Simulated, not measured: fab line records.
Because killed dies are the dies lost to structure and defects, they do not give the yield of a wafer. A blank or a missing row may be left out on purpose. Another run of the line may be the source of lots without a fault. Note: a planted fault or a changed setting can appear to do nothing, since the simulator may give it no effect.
fab line records | flow n5-finfet | part 1 of 2: steps 1 to 8 of 9
[record] lots = 9 | wafers = 24 | last-day = 17
route steps=1938 shown FIN_SAQP@118 STI_FIN_REVEAL@207 BEOL_M4@1111 PASSIVATION@1936
lots untouched by any fault: they come from a run of this same line in which no faults occurred
start-h: hours from the record's first day to the start of the lot's first wafer shown | wait-h: hours since the lot's step before | " the same as in the row above | L1.1+2: a single row standing in for several wafers | - no value present, or no start provided | * or withheld: withheld | < > ~ a bound
route shown NAME@n: names a module that has steps shown in the file, with the first one's number in the route | usual: mean and standard deviation over wafers with no fault | same: alike in all rows | chamber/n: place in a boat | sites: readings site by site | _std_site: standard deviation of those values | _edge_site: outer sites' mean less inner sites' | radius-mm: how far each site lies from the wafer's centre | mask NAME#n: copy n | behind: tool/chamber where the wafer was last shaped | hold: what put the lot on hold/how long, in hours/how the hold closed | device: the n, p or np transistor that did not switch | end of line: the route-end tests of the same wafers | for a step that has no rows: nothing shown but its recipe | killed: not the wafer's yield, but the dies lost to structure and defects at the first sort | map: a wafer's dies, marking killed ones x, the rest . and places with no die _
set.NAME: the setting the step ran with; set.NAME@STEP: the setting that earlier step ran with | model.NAME: the simulator's own value behind a step, which no gauge read
steps of the route over a sample of lots; a table a step, a row a wafer
services: when a tool's chamber went out of use (start-h, in hours from the record's first day, below 0 if earlier), for how many hours, and the reason
[[steps]]
[step N5_FIN_SAQP_HM_OPEN_73]
[recipe] chemistry = CHF3/O2 | target = SiO2 | stop-on = a-Si | target-depth-a = 120 | over-etch-frac = 1.8 | mask-material = SOC | time-s = 16.8 | pressure-mtorr = 30 | source-w = 650 | bias-w = 170 | Ar_flow_sccm = 200 | CHF3_flow_sccm = 50 | O2_flow_sccm = 5 | ion-energy-ev = 200 | ends = end-point
[usual] drypump-motor-current-A = 5.6/0.44 | oes-product-au = 0.47/0.056 | rf-vpp-V = 529/18 | showerhead-plenum-p-Torr = 2.42/0.074 | throttle-valve-pct = 18.7/0.33
lot.wafer | tool        | chamber | start-h | wait-h | drypump-motor-current-A | oes-product-au | rf-hours-counter-h | rf-vpp-V | showerhead-plenum-p-Torr | throttle-valve-pct
L371.3    | rie-diel-04 | 2       | 27.69   | 0.0    | 5.0                     | 0.58           | 2                  | 542      | 2.48                     | 18.4
L371.4    | "           | 0       | "       | "      | 5.8                     | 0.42           | 197                | 536      | 2.38                     | 19.0
L371.5    | "           | 0       | "       | "      | 5.8                     | 0.42           | -                  | 536      | 2.38                     | 19.0
L372.1    | rie-diel-04 | 2       | 34.27   | 0.0    | 5.0                     | 0.57           | 4                  | 540      | 2.47                     | 18.5
L372.2    | "           | 1       | "       | "      | 5.1                     | 0.42           | 225                | 511      | 2.30                     | 19.0
L372.3    | "           | 3       | "       | "      | 5.6                     | 0.43           | 193                | 509      | 2.52                     | 19.1
L373.3    | rie-diel-04 | 0       | 40.15   | 0.0    | 5.9                     | 0.42           | 203                | 537      | 2.37                     | 19.0
L373.4    | "           | 2       | "       | "      | 5.0                     | 0.56           | 6                  | 542      | 2.47                     | 18.4
L373.5    | "           | 2       | "       | "      | 5.0                     | 0.56           | -                  | 541      | 2.47                     | 18.5
L375.2    | rie-diel-04 | 1       | 52.94   | 0.0    | 5.2                     | 0.41           | 231                | 511      | 2.30                     | 19.1
L375.3    | "           | 0       | "       | "      | 5.8                     | 0.42           | 206                | 537      | 2.37                     | 19.0
L375.4    | "           | 2       | "       | "      | 5.0                     | 0.55           | 10                 | 541      | 2.47                     | 18.5
L380.3    | rie-diel-02 | 3       | 82.69   | 0.0    | 6.1                     | 0.45           | 161                | 528      | 2.42                     | 19.0
L380.5    | "           | 1       | "       | "      | 5.4                     | 0.52           | -                  | 526      | 2.34                     | 18.2
L385.4    | rie-diel-02 | 3       | 113.13  | 0.0    | 6.1                     | 0.44           | -                  | 528      | 2.41                     | 19.0
L385.5    | "           | 2       | "       | "      | 6.2                     | 0.59           | -                  | 553      | 2.38                     | 18.3
L386.4    | rie-diel-01 | 2       | 119.05  | 0.0    | 5.6                     | 0.57           | -                  | 525      | 2.48                     | 18.7
L386.5    | "           | 3       | "       | "      | 4.8                     | 0.48           | -                  | 502      | 2.44                     | 18.4
L386.6    | "           | 1       | "       | "      | 5.5                     | 0.41           | -                  | 561      | 2.48                     | 18.7
L388.1    | rie-diel-01 | 3       | 131.80  | 0.0    | 4.8                     | 0.48           | 77                 | 502      | 2.43                     | 18.4
L388.2    | "           | 0       | "       | "      | 5.7                     | 0.44           | 158                | 553      | 2.51                     | 18.7
L388.5    | "           | 3       | "       | "      | 4.8                     | 0.48           | -                  | 503      | 2.43                     | 18.4
L390.4    | rie-diel-01 | 0       | 142.17  | 0.0    | 5.6                     | 0.44           | -                  | 555      | 2.51                     | 18.7
L390.6    | "           | 3       | "       | "      | 4.8                     | 0.48           | -                  | 502      | 2.43                     | 18.4
[step N5_FIN_SAQP_MANDREL1_REMOVE_56]
[recipe] chemistry = HBr/Cl2/O2 | bt-time-s = 10 | target = a-Si | stop-on = SiNx | endpoint = OES-SiCl | over-etch-frac = 1 | icp-w = 600 | bias-w = 22 | HBr_flow_sccm = 150 | Cl2_flow_sccm = 80 | O2_flow_sccm = 5 | pressure-mtorr = 10
[usual] drypump-motor-current-A = 5.5/0.42 | oes-product-au = 1.003/0.022 | throttle-valve-pct = 36.5/0.4
lot.wafer | tool      | chamber | start-h | wait-h | drypump-motor-current-A | oes-product-au | rf-hours-counter-h | throttle-valve-pct
L371.3    | rie-si-01 | 3       | 29.42   | 0.1    | 6.0                     | 0.965          | 48                 | 37.0
L371.4    | "         | 0       | "       | "      | 5.4                     | 1.007          | -                  | 35.9
L371.5    | "         | 3       | "       | "      | 6.0                     | 0.959          | -                  | 37.0
L372.1    | rie-si-01 | 1       | 35.97   | 0.1    | 5.9                     | 0.980          | 8                  | 37.0
L372.2    | "         | 3       | "       | "      | 6.0                     | 0.980          | 48                 | 37.0
L372.3    | "         | 0       | "       | "      | 5.4                     | 1.003          | 29                 | 35.9
L373.3    | rie-si-02 | 3       | 42.64   | 0.1    | 5.5                     | 1.015          | 31                 | 36.9
L373.4    | "         | 1       | "       | "      | 5.5                     | 1.017          | 131                | 36.4
L373.5    | "         | 3       | "       | "      | 5.6                     | 1.018          | -                  | 36.9
L375.2    | rie-si-04 | 3       | 54.67   | 0.1    | 5.2                     | 1.023          | 6                  | 36.3
L375.3    | "         | 1       | "       | "      | 5.9                     | 1.009          | 60                 | 36.7
L375.4    | "         | 2       | "       | "      | 4.7                     | 1.034          | 194                | 36.4
L380.3    | rie-si-04 | 2       | 84.38   | 0.1    | 4.7                     | 1.026          | 195                | 36.4
L380.5    | "         | 0       | "       | "      | 5.3                     | 0.993          | -                  | 36.5
L385.4    | rie-si-01 | 2       | 114.92  | 0.0    | 6.1                     | 1.027          | 1                  | 35.8
L385.5    | "         | 1       | "       | "      | 5.9                     | 0.994          | -                  | 37.0
L386.4    | rie-si-04 | 0       | 120.73  | 0.0    | 5.3                     | 0.991          | 179                | 36.5
L386.5    | "         | 0       | "       | "      | 5.3                     | 0.997          | -                  | 36.5
L386.6    | "         | 3       | "       | "      | 5.2                     | 1.021          | -                  | 36.3
L388.1    | rie-si-04 | 0       | 133.53  | 0.1    | 5.3                     | 0.995          | 180                | 36.5
L388.2    | "         | 2       | "       | "      | 4.7                     | 1.034          | 196                | 36.4
L388.5    | "         | 3       | "       | "      | 5.2                     | 1.021          | -                  | 36.3
L390.4    | rie-si-01 | 0       | 143.84  | 0.1    | 5.3                     | 1.014          | 31                 | 35.9
L390.6    | "         | 1       | "       | "      | 5.9                     | 0.982          | -                  | 37.0
[step N5_FIN_SAQP_SPACER2_ALD_28]
[recipe] material = SiO2 | target-thk-a = 81 | temp-c = 300 | ald-precursor-family = BDEAS | ald-co-reactant = O2-plasma | pulse-time-s = 1 | purge-time-s = 2 | co-reactant-purge-time-s = 2 | pressure-torr = 2
[usual] heater-power-w = 477/60 | precursor-pulse-height-rel = 0.999/0.022
lot.wafer | tool       | chamber | start-h | wait-h | heater-power-w | precursor-pulse-height-rel
L371.3    | ald-sin-01 | 2       | 30.55   | 0.1    | 505            | 1.002
L371.4    | "          | 0       | "       | "      | 508            | 1.001
L371.5    | "          | 2       | "       | "      | 517            | 0.990
L372.1    | ald-sin-03 | 1       | 37.10   | 0.1    | 438            | 0.977
L372.2    | "          | 0       | "       | "      | 414            | 0.975
L372.3    | "          | 2       | "       | "      | 405            | 1.010
L373.3    | ald-sin-01 | 3       | 43.78   | 0.1    | 553            | 0.998
L373.4    | "          | 0       | "       | "      | 509            | 1.038
L373.5    | "          | 2       | "       | "      | 511            | 0.969
L375.2    | ald-sin-04 | 2       | 55.86   | 0.1    | 418            | 1.009
L375.3    | "          | 0       | "       | "      | 443            | 1.002
L375.4    | "          | 3       | "       | "      | 502            | 1.024
L380.3    | ald-sin-04 | 1       | 85.52   | 0.1    | 589            | 0.968
L380.5    | "          | 1       | "       | "      | 584            | 1.030
L385.4    | ald-sin-01 | 0       | 116.17  | 0.1    | 496            | 1.013
L385.5    | "          | 1       | "       | "      | 398            | 0.989
L386.4    | ald-sin-01 | 3       | 122.05  | 0.2    | 516            | 1.000
L386.5    | "          | 1       | "       | "      | 384            | 0.982
L386.6    | "          | 2       | "       | "      | 532            | 0.995
L388.1    | ald-sin-01 | 2       | 134.66  | 0.1    | 517            | 1.008
L388.2    | "          | 3       | "       | "      | 508            | 1.001
L388.5    | "          | 3       | "       | "      | 534            | 0.995
L390.4    | ald-sin-01 | 0       | 145.25  | 0.3    | 507            | 0.979
L390.6    | "          | 1       | "       | "      | 392            | 0.986
[step N5_FIN_SAQP_CD_MEAS_31]
[recipe] target-cd-nm = 8 | landing-energy-ev = 1000 | detector = se-inlens | polarity = line
[usual] cd-nm = 8.14/0.24
lot.wafer | tool      | chamber | start-h | wait-h | cd-nm
L371.3    | cd-sem-03 | 0       | 31.08   | 0.1    | 8.01
L371.4    | "         | 0       | "       | "      | 8.03
L371.5    | "         | 0       | "       | "      | 7.93
L372.1    | cd-sem-01 | 0       | 37.62   | 0.1    | 8.08
L372.2    | "         | 0       | "       | "      | 7.86
L372.3    | "         | 0       | "       | "      | 8.35
L373.3    | cd-sem-02 | 0       | 44.41   | 0.1    | 8.32
L373.4    | "         | 0       | "       | "      | 8.87
L373.5    | "         | 0       | "       | "      | 8.05
L375.2    | cd-sem-01 | 0       | 56.38   | 0.1    | 7.97
L375.3    | "         | 0       | "       | "      | 8.21
L375.4    | "         | 0       | "       | "      | 8.29
L380.3    | cd-sem-01 | 0       | 86.05   | 0.1    | 7.94
L380.5    | "         | 0       | "       | "      | 8.02
L385.4    | cd-sem-03 | 0       | 116.95  | 0.1    | 8.38
L385.5    | "         | 0       | "       | "      | 7.93
L386.4    | cd-sem-03 | 0       | 122.54  | 0.1    | 8.69
L386.5    | "         | 0       | "       | "      | 8.27
L386.6    | "         | 0       | "       | "      | 11.30
L388.1    | cd-sem-02 | 0       | 135.18  | 0.1    | 11.77
L388.2    | "         | 0       | "       | "      | 8.23
L388.5    | "         | 0       | "       | "      | 8.38
L390.4    | cd-sem-01 | 0       | 145.78  | 0.0    | 8.52
L390.6    | "         | 0       | "       | "      | 11.35
[step N5_FIN_SAQP_ETCH_64]
[recipe] chemistry = CF4 | target = SiO2 | target-depth-a = 15 | ion-energy-ev = 350 | pressure-mtorr = 10 | icp-w = 800 | bias-w = 400 | cf4-flow-sccm = 80
[usual] drypump-motor-current-A = 5.5/0.38 | oes-product-au = 0.994/0.027 | throttle-valve-pct = 21.7/0.32
lot.wafer | tool      | chamber | start-h | wait-h | drypump-motor-current-A | oes-product-au | rf-hours-counter-h | throttle-valve-pct
L371.3    | rie-si-04 | 1       | 31.39   | 0.0    | 5.9                     | 1.044          | 60                 | 21.4
L371.4    | "         | 2       | "       | "      | 4.7                     | 1.038          | 194                | 21.6
L371.5    | "         | 0       | "       | "      | 5.3                     | 0.981          | -                  | 21.4
L372.1    | rie-si-02 | 3       | 37.94   | 0.0    | 5.5                     | 1.014          | 31                 | 21.8
L372.2    | "         | 1       | "       | "      | 5.5                     | 1.001          | 131                | 21.4
L372.3    | "         | 2       | "       | "      | 4.9                     | 0.952          | 49                 | 21.5
L373.3    | rie-si-04 | 2       | 44.72   | 0.0    | 4.7                     | 1.029          | 194                | 21.6
L373.4    | "         | 1       | "       | "      | 5.9                     | 1.038          | 60                 | 21.4
L373.5    | "         | 1       | "       | "      | 5.9                     | 1.052          | -                  | 21.4
L375.2    | rie-si-02 | 0       | 56.69   | 0.0    | 5.4                     | 1.001          | 48                 | 22.0
L375.3    | "         | 1       | "       | "      | 5.5                     | 1.003          | 131                | 21.4
L375.4    | "         | 3       | "       | "      | 5.6                     | 1.019          | 31                 | 21.9
L380.3    | rie-si-01 | 2       | 86.35   | 0.0    | 6.1                     | 1.026          | 1                  | 21.3
L380.5    | "         | 3       | "       | "      | 6.0                     | 0.958          | -                  | 22.1
L385.4    | rie-si-02 | 0       | 117.25  | 0.0    | 5.4                     | 1.001          | 49                 | 22.0
L385.5    | "         | 3       | "       | "      | 5.5                     | 1.021          | -                  | 21.9
L386.4    | rie-si-01 | 2       | 122.97  | 0.0    | 6.1                     | 1.016          | 2                  | 21.3
L386.5    | "         | 3       | "       | "      | 6.0                     | 0.950          | -                  | 22.1
L386.6    | "         | 2       | "       | "      | 6.1                     | 1.022          | -                  | 21.3
L388.1    | rie-si-02 | 2       | 135.49  | 0.0    | 4.9                     | 0.954          | 51                 | 21.5
L388.2    | "         | 1       | "       | "      | 5.6                     | 0.995          | 133                | 21.4
L388.5    | "         | 3       | "       | "      | 5.6                     | 1.005          | -                  | 21.8
L390.4    | rie-si-01 | 0       | 146.08  | 0.0    | 5.4                     | 1.008          | 32                 | 21.4
L390.6    | "         | 2       | "       | "      | 6.1                     | 1.019          | -                  | 21.3
[step N5_FIN_SAQP_CD_MEAS_37]
[recipe] target-cd-nm = 8 | polarity = line
[usual] cd-nm = 8.10/0.28
lot.wafer | tool      | chamber | start-h | wait-h | cd-nm
L371.3    | cd-sem-03 | -       | 31.53   | 0.1    | 8.29
L371.4    | "         | -       | "       | "      | 8.25
L371.5    | "         | -       | "       | "      | 8.03
L372.1    | cd-sem-02 | -       | 38.08   | 0.1    | 7.93
L372.2    | "         | -       | "       | "      | 7.56
L372.3    | "         | -       | "       | "      | 8.48
L373.3    | cd-sem-02 | -       | 44.86   | 0.1    | 8.07
L373.4    | "         | -       | "       | "      | 8.29
L373.5    | "         | -       | "       | "      | 8.28
L375.2    | cd-sem-01 | -       | 56.83   | 0.1    | 7.98
L375.3    | "         | -       | "       | "      | 8.01
L375.4    | "         | -       | "       | "      | 7.99
L380.3    | cd-sem-02 | -       | 86.50   | 0.1    | 7.92
L380.5    | "         | -       | "       | "      | 7.70
L385.4    | cd-sem-03 | -       | 117.40  | 0.1    | 8.03
L385.5    | "         | -       | "       | "      | 8.13
L386.4    | cd-sem-02 | -       | 123.12  | 0.1    | 8.27
L386.5    | "         | -       | "       | "      | 7.55
L386.6    | "         | -       | "       | "      | 11.84
L388.1    | cd-sem-01 | -       | 135.63  | 0.1    | 11.67
L388.2    | "         | -       | "       | "      | 8.08
L388.5    | "         | -       | "       | "      | 7.91
L390.4    | cd-sem-01 | -       | 146.23  | 0.1    | 8.08
L390.6    | "         | -       | "       | "      | 11.25
[step N5_STI_FIN_REVEAL_CD_MEAS_22]
[recipe] target-cd-nm = 6.238 | pitch-nm = 28 | polarity = line
[usual] cd-nm = 6.2/0.31
lot.wafer | tool      | chamber | start-h | wait-h | cd-nm
L371.3    | cd-sem-01 | -       | 41.76   | 0.0    | 6.3
L371.4    | "         | -       | "       | "      | 6.3
L371.5    | "         | -       | "       | "      | 6.1
L372.1    | cd-sem-03 | -       | 48.22   | 0.0    | 6.1
L372.2    | "         | -       | "       | "      | 5.7
L372.3    | "         | -       | "       | "      | 6.3
L373.3    | cd-sem-01 | -       | 55.60   | 0.0    | 6.1
L373.4    | "         | -       | "       | "      | 6.2
L373.5    | "         | -       | "       | "      | 6.2
L375.2    | cd-sem-03 | -       | 67.17   | 0.0    | 6.1
L375.3    | "         | -       | "       | "      | 6.2
L375.4    | "         | -       | "       | "      | 6.2
L380.3    | cd-sem-03 | -       | 97.58   | 0.0    | 6.5
L380.5    | "         | -       | "       | "      | 6.0
L385.4    | cd-sem-01 | -       | 128.19  | 0.0    | 6.6
L385.5    | "         | -       | "       | "      | 6.2
L386.4    | cd-sem-02 | -       | 133.40  | 0.0    | 6.3
L386.5    | "         | -       | "       | "      | 5.9
L386.6    | "         | -       | "       | "      | 9.6
L388.1    | cd-sem-03 | -       | 145.80  | 0.0    | 9.8
L388.2    | "         | -       | "       | "      | 6.0
L388.5    | "         | -       | "       | "      | 6.5
L390.4    | cd-sem-03 | -       | 156.32  | 0.0    | 6.5
L390.6    | "         | -       | "       | "      | 9.4
[step N5_BEOL_M4_RC_MEAS_101]
[usual] DIBL_N = 36.2/2.2 | DIBL_P = 36.5/3 | IOFF_N = 0.16/0.039 | IOFF_N_85C = 3.1/0.63 | IOFF_N_LIN = 0.075/0.015 | IOFF_P = 0.22/0.047 | IOFF_P_85C = 3.7/0.68 | IOFF_P_LIN = 0.101/0.017 | ION_N = 675/15 | ION_P = 463/10 | SS_N = 71.6/0.71 | SS_P = 73.4/0.94 | VT_N = 250/3.6 | VT_N_LVT = 99/3.7 | VT_P = -250/3.9 | VT_P_LVT = -99/3.5
lot.wafer | tool      | chamber | start-h | wait-h | DIBL_N[mV/V] | DIBL_P[mV/V] | IOFF_N[nA/um] | IOFF_N_85C[nA/um] | IOFF_N_LIN[nA/um] | IOFF_P[nA/um] | IOFF_P_85C[nA/um] | IOFF_P_LIN[nA/um] | ION_N[uA/um] | ION_P[uA/um] | SS_N[mV/dec] | SS_P[mV/dec] | VT_N[mV] | VT_N_LVT[mV] | VT_P[mV] | VT_P_LVT[mV]
L371.3    | prober-01 | 0       | 167.53  | 0.3    | 36.4         | 33.6         | 0.14          | 2.9               | 0.068             | 0.17          | 3.1               | 0.085             | 661          | 450          | 71.7         | 72.8         | 251      | 100          | -255     | -102
L371.4    | "         | 0       | "       | "      | 34.3         | 31.7         | 0.12          | 2.6               | 0.063             | 0.16          | 3.0               | 0.083             | 666          | 458          | 71.3         | 72.0         | 249      | 100          | -254     | -103
L371.5    | "         | 0       | "       | "      | 34.3         | 31.1         | 0.12          | 2.5               | 0.058             | 0.14          | 2.7               | 0.076             | 654          | 450          | 71.8         | 72.2         | 251      | 103          | -253     | -103
L372.1    | prober-02 | 0       | 169.20  | 0.0    | 35.0         | 34.9         | 0.13          | 2.5               | 0.058             | 0.22          | 3.8               | 0.100             | 644          | 451          | 71.5         | 73.5         | 255      | 105          | -250     | -100
L372.2    | "         | 0       | "       | "      | 34.3         | 32.9         | 0.11          | 2.3               | 0.054             | 0.16          | 2.9               | 0.083             | 654          | 455          | 70.7         | 72.8         | 255      | 105          | -253     | -103
L372.3    | "         | 0       | "       | "      | 33.8         | 33.2         | 0.13          | 2.5               | 0.063             | 0.18          | 3.2               | 0.092             | 670          | 464          | 70.5         | 73.0         | 250      | 101          | -250     | -102
L373.3    | prober-02 | 0       | 175.91  | 0.3    | 35.7         | 35.8         | 0.14          | 2.8               | 0.069             | 0.18          | 3.2               | 0.088             | 669          | 452          | 71.3         | 74.0         | 251      | 100          | -253     | -101
L373.4    | "         | 0       | "       | "      | 41.1         | 42.1         | 0.26          | 4.6               | 0.110             | 0.29          | 4.7               | 0.121             | 694          | 470          | 73.5         | 75.4         | 245      | 93           | -249     | -95
L373.5    | "         | 0       | "       | "      | 35.3         | 35.4         | 0.14          | 2.8               | 0.068             | 0.18          | 3.2               | 0.088             | 658          | 455          | 71.3         | 73.2         | 252      | 100          | -255     | -101
L375.2    | prober-01 | 0       | 189.36  | 0.2    | 38.5         | 39.0         | 0.20          | 3.8               | 0.092             | 0.28          | 4.7               | 0.122             | 687          | 476          | 72.4         | 73.7         | 247      | 93           | -245     | -93
L375.3    | "         | 0       | "       | "      | 35.3         | 35.3         | 0.14          | 2.8               | 0.069             | 0.23          | 4.0               | 0.105             | 662          | 462          | 70.6         | 73.4         | 249      | 98           | -245     | -96
L375.4    | "         | 0       | "       | "      | 37.7         | 37.4         | 0.18          | 3.5               | 0.085             | 0.25          | 4.3               | 0.114             | 690          | 473          | 71.3         | 72.9         | 246      | 95           | -245     | -95
L380.3    | prober-02 | 0       | 227.28  | 0.3    | 37.8         | 41.4         | 0.19          | 3.8               | 0.091             | 0.29          | 4.6               | 0.126             | 672          | 471          | 72.0         | 73.6         | 249      | 99           | -245     | -97
L380.5    | "         | 0       | "       | "      | 32.0         | 33.5         | 0.10          | 2.2               | 0.054             | 0.17          | 3.0               | 0.087             | 647          | 454          | 69.9         | 72.1         | 255      | 106          | -251     | -102
L386.4    | prober-02 | 0       | 272.44  | 0.5    | 36.4         | 37.1         | 0.15          | 2.9               | 0.070             | 0.20          | 3.6               | 0.099             | 681          | 471          | 71.8         | 73.2         | 253      | 101          | -250     | -99
L386.5    | "         | 0       | "       | "      | 36.7         | 37.5         | 0.15          | 2.9               | 0.070             | 0.21          | 3.6               | 0.099             | 680          | 474          | 71.8         | 73.5         | 252      | 101          | -250     | -99
L386.6    | "         | 0       | "       | "      | 56.5         | 64.0         | 2.78          | 34.7              | 0.834             | 1.91          | 23.6              | 0.506             | 826          | 536          | 75.6         | 79.7         | 201      | 50           | -220     | -69
L385.4    | prober-01 | 0       | 274.57  | 0.5    | 39.0         | 37.4         | 0.17          | 3.3               | 0.077             | 0.22          | 3.9               | 0.103             | 673          | 453          | 72.1         | 74.3         | 249      | 97           | -251     | -101
L385.5    | "         | 0       | "       | "      | 39.0         | 38.4         | 0.19          | 3.5               | 0.083             | 0.25          | 4.2               | 0.111             | 692          | 470          | 71.7         | 74.8         | 248      | 96           | -249     | -98
L388.1    | prober-02 | 0       | 285.12  | 0.1    | 57.7         | 63.2         | 3.28          | 39.7              | 0.938             | 2.23          | 25.8              | 0.566             | 829          | 540          | 75.9         | 79.2         | 198      | 48           | -216     | -67
L388.2    | "         | 0       | "       | "      | 36.5         | 37.1         | 0.18          | 3.5               | 0.082             | 0.27          | 4.4               | 0.122             | 688          | 479          | 72.0         | 73.4         | 244      | 95           | -244     | -94
L388.5    | "         | 0       | "       | "      | 40.5         | 40.7         | 0.26          | 4.6               | 0.106             | 0.32          | 5.1               | 0.136             | 702          | 479          | 73.5         | 74.1         | 244      | 93           | -242     | -93
L390.4    | prober-01 | 0       | 287.17  | 0.5    | 37.6         | 37.5         | 0.20          | 3.9               | 0.089             | 0.26          | 4.5               | 0.124             | 681          | 467          | 71.9         | 73.8         | 244      | 95           | -247     | -95
L390.6    | "         | 0       | "       | "      | 58.1         | 66.5         | 3.60          | 42.5              | 1.009             | 2.62          | 30.3              | 0.641             | 832          | 536          | 77.1         | 80.3         | 197      | 49           | -215     | -66
[[key]]
[first-sign] step = N5_FIN_SAQP_CD_MEAS_31 | reading = cd-nm | direction = up | sigmas = 14 | usual = 8.14 | struck = 11.48
[effect] step = N5_FIN_SAQP_CD_MEAS_37 | reading = cd-nm | direction = up | sigmas = 12 | usual = 8.10 | struck = 11.59
[effect] step = N5_STI_FIN_REVEAL_CD_MEAS_22 | reading = cd-nm | direction = up | sigmas = 11 | usual = 6.2 | struck = 9.6
[effect] step = N5_BEOL_M4_RC_MEAS_101 | reading = IOFF_N | direction = up | sigmas = 79 | usual = 0.16 | struck = 3.22
[effect] step = N5_BEOL_M4_RC_MEAS_101 | reading = IOFF_N_LIN | direction = up | sigmas = 58 | usual = 0.075 | struck = 0.927
[effect] step = N5_BEOL_M4_RC_MEAS_101 | reading = IOFF_N_85C | direction = up | sigmas = 57 | usual = 3.1 | struck = 38.9
[effect] step = N5_BEOL_M4_RC_MEAS_101 | reading = IOFF_P | direction = up | sigmas = 43 | usual = 0.22 | struck = 2.25
[effect] step = N5_BEOL_M4_RC_MEAS_101 | reading = IOFF_P_85C | direction = up | sigmas = 34 | usual = 3.7 | struck = 26.6
[effect] step = N5_BEOL_M4_RC_MEAS_101 | reading = IOFF_P_LIN | direction = up | sigmas = 28 | usual = 0.101 | struck = 0.571
[effect] step = N5_BEOL_M4_RC_MEAS_101 | reading = VT_N | direction = down | sigmas = 14 | usual = 250 | struck = 199
[effect] step = N5_BEOL_M4_RC_MEAS_101 | reading = VT_N_LVT | direction = down | sigmas = 13 | usual = 99 | struck = 49
[effect] step = N5_BEOL_M4_RC_MEAS_101 | reading = ION_N | direction = up | sigmas = 10 | usual = 675 | struck = 829
[effect] step = N5_BEOL_M4_RC_MEAS_101 | reading = DIBL_N | direction = up | sigmas = 9.6 | usual = 36.2 | struck = 57.4
[effect] step = N5_BEOL_M4_RC_MEAS_101 | reading = DIBL_P | direction = up | sigmas = 9.4 | usual = 36.5 | struck = 64.6
[effect] step = N5_BEOL_M4_RC_MEAS_101 | reading = VT_P_LVT | direction = up | sigmas = 9.3 | usual = -99 | struck = -67
[effect] step = N5_PASSIVATION_PROBE_49 | reading = sort_bin_4_leakage | direction = up | sigmas = 99+ | usual = 0.00 | struck = 90.25
met-at N5_FIN_SAQP_SPACER2_ALD_28
struck-lots L386,L388,L390
struck-wafers L386.6,L388.1,L390.6
not-acting-at N5_FIN_SAQP_HM_OPEN_73,N5_FIN_SAQP_MANDREL1_REMOVE_56,N5_FIN_SAQP_ETCH_64
onset-between 116.17 122.05
[fault] kind = process-parameter-drift | tool = ald-sin-01 | chamber = - | onset-h = 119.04 | steps = N5_FIN_SAQP_SPACER2_ALD_28 | channel = target-thk-a | offset = * | shape = step | end-h = 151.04 | scope = struck-wafers-only | acts-in = * | stated = *
